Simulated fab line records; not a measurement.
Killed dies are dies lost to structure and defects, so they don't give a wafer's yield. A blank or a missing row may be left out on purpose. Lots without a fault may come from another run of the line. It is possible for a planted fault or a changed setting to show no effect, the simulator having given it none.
A struck lot beside a sound one -- flow n5_finfet -- 14 out of 1938 route steps
Sound: the wafers L639.1, L639.4, L639.6. Wafers struck: L635.3, L635.4, L635.5. The cause comes at the end.
At each step with rows: each side's tool, then ch and its chambers, then its first start. Under that, the readings that differ: sound wafers -- struck wafers -- difference of the means -- sigmas: that difference in standard deviations of wafers without a fault.
alike: a reading whose means differ by less than 2 such deviations, as well as words and numbers matching on both sides. not compared: withheld readings; readings where some wafer has no value; bounds like >300 that might hide an equal value; numbers whose values overlap and for which the record gives no deviation.
A row with sigmas, a row that says differs or no value, or rows on one side alone: a step with any of these is where the two part. Numbers that have no deviation but don't overlap get no sigmas and don't part them. A reading that every wafer of one side lacks parts them only if that side has two wafers or more.

N5_WELL_APT_CD_MEAS_08: the cd target is 200 nm.
  sound on cd_sem-02 ch 0, day 5 01:37; struck on cd_sem-01 ch 0, day 4 01:34
  alike: cd_nm
N5_WELL_APT_OVL_MEAS_09:
  sound on overlay-01 ch 0, day 5 01:38; struck on overlay-02 ch 0, day 4 01:36
  alike: NWELL_OVL
N5_WELL_APT_INSPECT_10: inspects for defects (macro).
  sound on defect_inspect-02, day 5 01:40; struck on defect_inspect-01, day 4 01:37
  alike: raw_defect_count
N5_WELL_APT_DESCUM_13: chemistry O2, time 7.9 s.
  sound on rie_diel-01 ch 0,2, day 5 02:14; struck on rie_diel-05 ch 1,2,3, day 4 01:40
  alike: drypump_motor_current_A, oes_product_au, rf_vpp_V, showerhead_plenum_p_Torr, throttle_valve_pct
  not compared: rf_hours_counter_h
then, 8 steps without rows for these wafers: N5_WELL_APT_IMPLANT_14; N5_WELL_APT_IMPLANT_15; N5_WELL_APT_STRIP_16 (strips in SPM, time 900 s); N5_WELL_APT_HMDS_18 (time 60 s); N5_WELL_APT_COAT_19 (resist thk 950 nm); N5_WELL_APT_EBR_21; N5_WELL_APT_SOFTBAKE_20 (time 60 s); N5_WELL_APT_EXPOSE_22 (exposes mask PWELL, defocus 0 nm, target cd 200 nm).
N5_WELL_APT_PEB_23: peb time 90 s.
  struck on litho_track-01, day 4 02:34; sound on litho_track-01 ch 0, day 5 03:11
  no value came back on the struck wafers for chill_plate_temp_C (C), exhaust_pa (Pa); on the sound wafers chill_plate_temp_C (C) reads 23.15 23.10 23.14
then, 1 step without rows for these wafers: N5_WELL_APT_DEVELOP_24 (develop time 45 s).

== WHERE THEY PART ==
Within this record, at N5_WELL_APT_PEB_23 only.

WHY: whatever the simulator had introduced
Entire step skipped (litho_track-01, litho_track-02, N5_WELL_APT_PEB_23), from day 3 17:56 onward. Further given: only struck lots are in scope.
